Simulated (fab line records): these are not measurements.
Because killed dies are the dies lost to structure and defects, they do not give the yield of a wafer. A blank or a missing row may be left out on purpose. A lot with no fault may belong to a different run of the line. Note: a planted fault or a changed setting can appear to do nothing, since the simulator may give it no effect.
8D (eight disciplines) problem report, filled in by code -- flow nand-harc -- the parts of the form that need people (team, actions taken, sign-off) are left out

## 1. PROBLEM STATEMENT
Mean of run-length-s at NHARC_P_STI_ANNEAL_34: 1475 s across 6 wafers in 2 lots; on wafers with no fault it is 1828 s (standard deviation 7). Measured from the usual mean, that is -50 standard deviations.
The step: time 1800 s.
The first sign was on wafer L343.1 at day 9 16:21, on furnace-06. At this step, 36 wafers from 12 lots have a number in the record. Rule for "out", or "out of limits": more than 4 standard deviations from the usual mean. Any other wafer with a number is counted as sound.

## 2. WHAT IT IS; WHAT IT IS NOT
question,is,is not
which readings at this step,run-length-s,-
which lots,"L343, L345","L328, L329, L330, L332, L333, L334, L335, L348, L349, L351"
which wafers of those lots,all that have a number,-
read on which tools,furnace-06,"furnace-01, furnace-08"
when,from day 9 16:21,"up to then (21 sound wafers); but 9 sound wafers of L348, L349, L351 came after"

## 3. THE SUSPECTS, EACH WITH WHAT RULES IT OUT
Counting: a tool at any process step up to the reading remains a suspect when it ran all the lots that are out and ran no sound lot after the first of those.
- rie-diel-06 at NHARC_P_STI_DESCUM_14 (chemistry O2, time 3 s): ruled out as a lasting fault. The sound lots L349, L351 went through it after L343, its earliest lot that is out (day 9 00:47).
- furnace-06 at NHARC_P_STI_ANNEAL_34 (time 1800 s): ruled out as a lasting fault. The sound lots L351 went through it after L343, its earliest lot that is out (day 9 16:21).
Left after counting: nothing in the record.

## 4. THE CAUSE (what the simulator had put in)
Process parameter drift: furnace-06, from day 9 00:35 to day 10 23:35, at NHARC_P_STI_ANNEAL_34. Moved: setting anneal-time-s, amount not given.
Counting ruled it out, wrongly.

## 5. THE EFFECT CHAIN, in route order
Each row: a reading where the mean over the struck wafers with a number is more than 3 standard deviations away from the usual. Scope: only readings with a usual standard deviation given in the record; hours: median across lots of the time from each lot's start at the first step in this table that gives one to its start at this step; sigmas: change in usual standard deviations.
hours,step,reading,usual,on struck wafers,change,sigmas
0,NHARC_P_STI_ANNEAL_34,run-length-s,1828 s,1475,-353,-50
It contains these process steps:
- NHARC_P_STI_ANNEAL_34: time 1800 s.
At these later measuring or inspecting steps, every struck wafer for which the step has a row has a number for every such reading, and none has moved that far: NHARC_END_SORT_01.

## 6. HOW IT WOULD HAVE BEEN CAUGHT EARLIER
First out-of-limits reading in this record: day 9 16:21, which is 16 hours after fault onset at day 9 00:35.
